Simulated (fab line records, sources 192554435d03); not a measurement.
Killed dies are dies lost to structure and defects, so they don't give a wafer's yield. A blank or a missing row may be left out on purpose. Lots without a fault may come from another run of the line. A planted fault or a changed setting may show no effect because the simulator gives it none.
A struck lot beside a sound one | flow n5_finfet | 14 steps out of a route of 1938
Sound: wafers L716.1, L716.2, L716.6. Struck: wafer L734.4. (L734.6 of the same lot was not struck and is left out.) The cause comes at the end.
At each step with rows: each side's tool, then ch and its chambers, then its first start. Under that, the readings that differ: sound wafers | struck wafers | difference of the means | sigmas: that difference in standard deviations of wafers without a fault.
alike: readings whose means differ by less than 2 such deviations, and words and numbers that are the same on both sides. not compared: withheld readings, readings that some wafer has no value for, bounds like >300 that may hide the same value, and numbers for which the record gives no deviation and whose values overlap.
The two part at a step that has a row with sigmas, a row that says differs or no value, or rows on one side only. Numbers that don't overlap but have no deviation are shown without sigmas and don't part them. A reading that every wafer of one side lacks parts them only if that side has two wafers or more.

first, 7 steps without rows for these wafers: N5_BEOL_M9_COAT_60 (time 60 s, resist thk 30 nm); N5_BEOL_M9_COAT_05 (resist thk 90 nm); N5_BEOL_M9_EBR_07; N5_BEOL_M9_SOFTBAKE_06 (time 60 s); N5_BEOL_M9_EXPOSE_08 (exposes mask M9); N5_BEOL_M9_PEB_09 (peb time 60 s); N5_BEOL_M9_DEVELOP_10 (develop time 30 s).
N5_BEOL_M9_CD_MEAS_11: target cd 64.1 nm.
  sound on cd_sem-03 ch 0, day 10 02:02; struck on cd_sem-02 ch 0, day 14 10:04
  alike: cd_nm
N5_BEOL_M9_OVL_MEAS_12:
  sound on overlay-01 ch 0, day 10 02:04; struck on overlay-01 ch 0, day 14 10:05
  alike: M9_OVL
N5_BEOL_M9_INSPECT_13: inspects for defects (brightfield).
  sound on defect_inspect-01, day 10 02:05; struck on defect_inspect-01, day 14 10:07
  alike: raw_defect_count
N5_BEOL_M9_DESCUM_16: chemistry O2, time 7.9 s.
  sound on rie_diel-04 ch 1,3, day 10 02:22; struck on rie_diel-04 ch 2, day 14 10:09
  alike: bias_power_w, drypump_motor_current_A, oes_product_au, rf_vpp_V, showerhead_plenum_p_Torr, throttle_valve_pct
  not compared: rf_hours_counter_h
N5_BEOL_M9_ETCH_61: etches SiARC in CF4, target depth 39 nm, time 65 s.
  sound on rie_diel-04 ch 1,3, day 10 02:24; struck on rie_diel-04 ch 2, day 14 10:11
  reading               | sound          | struck | difference | sigmas
  etch_rf_on_time_s (s) | 63.2 62.7 63.0 | 69.6   | +6.6       | +2
  alike: bias_w, drypump_motor_current_A, oes_product_au, rf_vpp_V, showerhead_plenum_p_Torr, throttle_valve_pct
  not compared: rf_hours_counter_h
N5_BEOL_M9_ETCH_62: etches SOC in N2/H2, target depth 110 nm, overetch 22 nm, time 165 s.
  sound on rie_diel-04 ch 1,3, day 10 02:27; struck on rie_diel-04 ch 2, day 14 10:14
  reading                                    | sound          | struck | difference | sigmas
  model.SiARC_of_BEOL_M9_COAT_60.thk_nm (nm) | 23.4 23.6 23.4 | 25     | +2         |
  alike: drypump_motor_current_A, h2_flow_sccm, oes_product_au, rf_vpp_V, showerhead_plenum_p_Torr, throttle_valve_pct
  not compared: bias_w, rf_hours_counter_h
then, 1 step without rows for these wafers: N5_BEOL_M9_STRIP_68 (strips in N2/H2).

WHERE THEY PART
Only at N5_BEOL_M9_ETCH_61, within this record. Later steps at which nothing parts them and some readings are alike: N5_BEOL_M9_ETCH_62.

WHY: what the simulator had put in
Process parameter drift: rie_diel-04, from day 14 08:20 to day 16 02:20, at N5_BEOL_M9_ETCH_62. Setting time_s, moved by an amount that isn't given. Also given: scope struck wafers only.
